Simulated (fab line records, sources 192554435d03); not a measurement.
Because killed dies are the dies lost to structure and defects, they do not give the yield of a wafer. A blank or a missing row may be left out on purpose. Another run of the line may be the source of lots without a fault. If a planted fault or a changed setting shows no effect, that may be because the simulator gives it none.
Chamber matching :: flow n5 finfet :: pecvd-03 running N5_BEOL_M12_DEP_53: 3 sister chambers
The step deposits SiCN from 3MS/NH3, target thk 30 nm, time 10.5 s. 6 wafers are shown with their chamber, then 8 later ones without.

== WAFERS, EACH WITH ITS CHAMBER ==
wafer: L083.3
chamber: 2
throttle valve pct (%): 16.4
showerhead plenum p Torr (Torr): 4.126

wafer: L083.4
chamber: 0
throttle valve pct (%): 17.8
showerhead plenum p Torr (Torr): 4.172

wafer: L085.1
chamber: 1
throttle valve pct (%): 18.9
showerhead plenum p Torr (Torr): 4.172

wafer: L085.2
chamber: 0
throttle valve pct (%): 18.1
showerhead plenum p Torr (Torr): 4.170

wafer: L085.3
chamber: 2
throttle valve pct (%): 16.2
showerhead plenum p Torr (Torr): 4.129

wafer: L084.2
chamber: 1
throttle valve pct (%): 18.8
showerhead plenum p Torr (Torr): 4.162

== WAFERS WITHOUT THEIR CHAMBER ==
wafer: L084.4
throttle valve pct (%): 16.1
showerhead plenum p Torr (Torr): 4.124

wafer: L084.5
throttle valve pct (%): 19.0
showerhead plenum p Torr (Torr): 4.180

wafer: L093.1
throttle valve pct (%): 16.5
showerhead plenum p Torr (Torr): 4.124

wafer: L093.5
throttle valve pct (%): 19.3
showerhead plenum p Torr (Torr): 4.166

wafer: L093.6
throttle valve pct (%): 16.6
showerhead plenum p Torr (Torr): 4.133

wafer: L097.1
throttle valve pct (%): 19.2
showerhead plenum p Torr (Torr): 4.164

wafer: L097.2
throttle valve pct (%): 16.5
showerhead plenum p Torr (Torr): 4.138

wafer: L097.4
throttle valve pct (%): 18.2
showerhead plenum p Torr (Torr): 4.171

== WHICH CHAMBER EACH ONE RAN IN ==
wafer: L084.4
from the rows above: 2
in truth: 2

wafer: L084.5
from the rows above: 1
in truth: 1

wafer: L093.1
from the rows above: 2
in truth: 2

wafer: L093.5
from the rows above: 1
in truth: 1

wafer: L093.6
from the rows above: 2
in truth: 2

wafer: L097.1
from the rows above: 1
in truth: 1

wafer: L097.2
from the rows above: 2
in truth: 2

wafer: L097.4
from the rows above: 0
in truth: 0
Correctly placed: 8 of 8. Left unplaced by these rows: 0. Placed wrongly: 0.
How it was worked out, from the rows above alone: a wafer's distance from a chamber is the root of the sum, over the readings, of the square of ((its reading less the chamber's mean) divided by the reading's scatter). The wafer belongs to the nearest chamber; if the next one is less than 2 further off, it can't be placed. For every chamber, the mean is computed from those of its wafers that are shown. The scatter is the square root of a quotient: the sum, over the shown wafers, of each reading's squared deviation from its chamber's mean, divided by wafers minus chambers.
